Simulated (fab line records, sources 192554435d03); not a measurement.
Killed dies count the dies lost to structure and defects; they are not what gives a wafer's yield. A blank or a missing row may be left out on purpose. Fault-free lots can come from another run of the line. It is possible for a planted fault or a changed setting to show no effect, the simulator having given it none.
Chamber matching ; flow n5 finfet ; 4 sister chambers for N5_DUMMY_GATE_ETCH_31 on rie diel-03
The step etches SiO2 in C4F6/O2, target depth 82.5 nm, time 27.5 s. 18 wafers are shown with their chamber, then 9 later ones without.

== EACH WAFER AND ITS CHAMBER ==
wafer;chamber;throttle valve pct (%);showerhead plenum p Torr (Torr);oes_f_703_au (a.u.)
L074.1;2;20.88;2.84;0.757
L074.2;1;21.13;2.83;0.757
L074.3;3;21.31;2.75;0.767
L077.1;2;20.87;2.84;0.749
L077.3;3;21.33;2.74;0.765
L077.5;2;20.88;2.84;0.748
L078.1;3;21.31;2.74;0.766
L078.5;3;21.32;2.74;0.772
L078.6;2;20.89;2.84;0.751
L081.1;3;21.34;2.74;0.758
L081.3;0;21.34;2.72;0.704
L081.5;0;21.33;2.72;0.704
L083.2;3;21.36;2.74;0.754
L083.3;1;21.14;2.82;0.750
L083.6;3;21.34;2.74;0.758
L085.2;3;21.34;2.74;0.750
L085.3;0;21.34;2.72;0.694
L085.4;2;20.91;2.83;0.735

SIGNATURES (means of the wafers above)
reading;chamber 0;chamber 1;chamber 2;chamber 3;scatter within a chamber
throttle valve pct;21.3367;21.1350;20.8860;21.3313;0.0149
showerhead plenum p Torr;2.7200;2.8250;2.8380;2.7412;0.00394
oes_f_703_au;0.70067;0.75350;0.74800;0.76125;0.00725
Rule: a wafer lies at a distance from a chamber equal to the root of the sum of squares, over the readings, of (its reading less the chamber's mean, divided by the reading's scatter). The wafer belongs to the nearest chamber; if the next one is less than 2 further off, it can't be placed. The scatter is the square root of a quotient: the sum, over the shown wafers, of each reading's squared deviation from its chamber's mean, divided by wafers minus chambers.

== WAFERS WITHOUT THEIR CHAMBER ==
wafer;throttle valve pct (%);showerhead plenum p Torr (Torr);oes_f_703_au (a.u.)
L087.2;21.35;2.74;0.752
L087.3;21.34;2.72;0.701
L087.5;21.15;2.82;0.743
L089.1;21.15;2.82;0.738
L089.2;21.33;2.73;0.745
L089.3;20.91;2.83;0.736
L091.1;21.35;2.71;0.693
L091.3;21.17;2.82;0.738
L091.6;20.92;2.83;0.730

== WHICH CHAMBER EACH WENT THROUGH ==
wafer;from the rows above;in truth
L087.2;3;3
L087.3;0;0
L087.5;1;1
L089.1;1;1
L089.2;3;3
L089.3;2;2
L091.1;0;0
L091.3;1;1
L091.6;2;2
Placed correctly: 9 of 9. Number that these rows cannot place: 0. 0 placed wrongly.
